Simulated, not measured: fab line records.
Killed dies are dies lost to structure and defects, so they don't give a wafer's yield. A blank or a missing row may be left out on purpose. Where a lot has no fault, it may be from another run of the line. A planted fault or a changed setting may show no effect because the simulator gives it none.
Matching of chambers || flow n5Finfet || N5_BEOL_M6_CMP_52 on cmp-02: 4 sister chambers
The step polishes, stops on SiCOH lowk, t overpolish 6.9 s, target thk 80 nm. 22 wafers are shown with their chamber, then 11 later ones without.

## WAFERS, EACH WITH ITS CHAMBER
{"wafer": "L076.1", "chamber": 3, "motorCurrentA (A)": 5.2, "timeToEndpointS (s)": 63, "edgeZonePressureFrac": 1.004}
{"wafer": "L076.4", "chamber": 0, "motorCurrentA (A)": 5.2, "timeToEndpointS (s)": 60, "edgeZonePressureFrac": 0.999}
{"wafer": "L076.6", "chamber": 3, "motorCurrentA (A)": 5.1, "timeToEndpointS (s)": 59, "edgeZonePressureFrac": 0.995}
{"wafer": "L075.2", "chamber": 0, "motorCurrentA (A)": 4.7, "timeToEndpointS (s)": 59, "edgeZonePressureFrac": 0.997}
{"wafer": "L075.5", "chamber": 1, "motorCurrentA (A)": 5.8, "timeToEndpointS (s)": 56, "edgeZonePressureFrac": 0.999}
{"wafer": "L075.6", "chamber": 0, "motorCurrentA (A)": 5.3, "timeToEndpointS (s)": 59, "edgeZonePressureFrac": 1.003}
{"wafer": "L077.2", "chamber": 0, "motorCurrentA (A)": 5.3, "timeToEndpointS (s)": 57, "edgeZonePressureFrac": 0.995}
{"wafer": "L077.5", "chamber": 3, "motorCurrentA (A)": 5.0, "timeToEndpointS (s)": 57, "edgeZonePressureFrac": 0.998}
{"wafer": "L077.6", "chamber": 0, "motorCurrentA (A)": 5.0, "timeToEndpointS (s)": 57, "edgeZonePressureFrac": 1.000}
{"wafer": "L078.1", "chamber": 3, "motorCurrentA (A)": 5.3, "timeToEndpointS (s)": 61, "edgeZonePressureFrac": 1.009}
{"wafer": "L078.3", "chamber": 2, "motorCurrentA (A)": 5.8, "timeToEndpointS (s)": 56, "edgeZonePressureFrac": 0.993}
{"wafer": "L078.5", "chamber": 1, "motorCurrentA (A)": 6.1, "timeToEndpointS (s)": 59, "edgeZonePressureFrac": 0.996}
{"wafer": "L080.1", "chamber": 0, "motorCurrentA (A)": 5.2, "timeToEndpointS (s)": 57, "edgeZonePressureFrac": 1.001}
{"wafer": "L080.3", "chamber": 2, "motorCurrentA (A)": 6.0, "timeToEndpointS (s)": 56, "edgeZonePressureFrac": 0.997}
{"wafer": "L080.4", "chamber": 3, "motorCurrentA (A)": 5.0, "timeToEndpointS (s)": 59, "edgeZonePressureFrac": 0.994}
{"wafer": "L081.1", "chamber": 1, "motorCurrentA (A)": 6.0, "timeToEndpointS (s)": 57, "edgeZonePressureFrac": 0.993}
{"wafer": "L081.3", "chamber": 3, "motorCurrentA (A)": 5.1, "timeToEndpointS (s)": 60, "edgeZonePressureFrac": 0.991}
{"wafer": "L081.5", "chamber": 3, "motorCurrentA (A)": 5.2, "timeToEndpointS (s)": 60, "edgeZonePressureFrac": 1.003}
{"wafer": "L084.3", "chamber": 3, "motorCurrentA (A)": 5.0, "timeToEndpointS (s)": 61, "edgeZonePressureFrac": 0.998}
{"wafer": "L084.4", "chamber": 2, "motorCurrentA (A)": 5.9, "timeToEndpointS (s)": 59, "edgeZonePressureFrac": 0.998}
{"wafer": "L084.5", "chamber": 3, "motorCurrentA (A)": 5.3, "timeToEndpointS (s)": 63, "edgeZonePressureFrac": 0.999}
{"wafer": "L090.3", "chamber": 3, "motorCurrentA (A)": 5.0, "timeToEndpointS (s)": 58, "edgeZonePressureFrac": 1.002}

SIGNATURES (means of the wafers above)
{"reading": "motorCurrentA", "chamber 0": 5.117, "chamber 1": 5.967, "chamber 2": 5.900, "chamber 3": 5.120, "scatter within a chamber": 0.162}
{"reading": "timeToEndpointS", "chamber 0": 58.17, "chamber 1": 57.33, "chamber 2": 57.00, "chamber 3": 60.10, "scatter within a chamber": 1.74}
{"reading": "edgeZonePressureFrac", "chamber 0": 0.99917, "chamber 1": 0.99600, "chamber 2": 0.99600, "chamber 3": 0.99930, "scatter within a chamber": 0.00427}
Rule: for each reading, subtract the chamber's mean from the wafer's reading, divide by that reading's scatter and square the result; add these up over the readings and take the root, which gives the wafer's distance from the chamber. If the next closest chamber is less than 2 further off than the closest, the wafer can't be placed; otherwise it belongs to the closest. The scatter: the root of (the sum of the squares of (reading less its chamber's mean) over the shown wafers, divided by (wafers less chambers)).

## WAFERS MISSING THEIR CHAMBER
{"wafer": "L090.4", "motorCurrentA (A)": 5.9, "timeToEndpointS (s)": 54, "edgeZonePressureFrac": 1.002}
{"wafer": "L090.6", "motorCurrentA (A)": 6.3, "timeToEndpointS (s)": 56, "edgeZonePressureFrac": 0.991}
{"wafer": "L091.1", "motorCurrentA (A)": 5.2, "timeToEndpointS (s)": 60, "edgeZonePressureFrac": 0.993}
{"wafer": "L091.3", "motorCurrentA (A)": 6.0, "timeToEndpointS (s)": 61, "edgeZonePressureFrac": 1.000}
{"wafer": "L091.4", "motorCurrentA (A)": 6.2, "timeToEndpointS (s)": 54, "edgeZonePressureFrac": 0.997}
{"wafer": "L092.2", "motorCurrentA (A)": 6.2, "timeToEndpointS (s)": 60, "edgeZonePressureFrac": 1.004}
{"wafer": "L092.4", "motorCurrentA (A)": 5.2, "timeToEndpointS (s)": 63, "edgeZonePressureFrac": 0.996}
{"wafer": "L092.6", "motorCurrentA (A)": 5.0, "timeToEndpointS (s)": 62, "edgeZonePressureFrac": 0.999}
{"wafer": "L094.1", "motorCurrentA (A)": 6.0, "timeToEndpointS (s)": 60, "edgeZonePressureFrac": 1.003}
{"wafer": "L094.4", "motorCurrentA (A)": 5.1, "timeToEndpointS (s)": 62, "edgeZonePressureFrac": 1.005}
{"wafer": "L094.6", "motorCurrentA (A)": 5.3, "timeToEndpointS (s)": 62, "edgeZonePressureFrac": 1.003}

## EACH ONE'S CHAMBER
{"wafer": "L090.4", "from the rows above": "can't be placed: 2 or 1", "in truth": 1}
{"wafer": "L090.6", "from the rows above": "can't be placed: 1 or 2", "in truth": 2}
{"wafer": "L091.1", "from the rows above": "can't be placed: 3 or 0", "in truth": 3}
{"wafer": "L091.3", "from the rows above": "can't be placed: 1 or 2", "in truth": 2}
{"wafer": "L091.4", "from the rows above": "can't be placed: 1 or 2", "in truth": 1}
{"wafer": "L092.2", "from the rows above": "can't be placed: 1 or 2", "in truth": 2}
{"wafer": "L092.4", "from the rows above": "can't be placed: 3 or 0", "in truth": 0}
{"wafer": "L092.6", "from the rows above": "can't be placed: 3 or 0", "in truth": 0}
{"wafer": "L094.1", "from the rows above": "can't be placed: 1 or 2", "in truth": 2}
{"wafer": "L094.4", "from the rows above": "can't be placed: 3 or 0", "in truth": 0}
{"wafer": "L094.6", "from the rows above": "can't be placed: 3 or 0", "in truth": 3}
Correctly placed: 0 of 11. These rows do not allow placing 11 (true chamber among the candidates in 11). Number placed wrongly: 0.
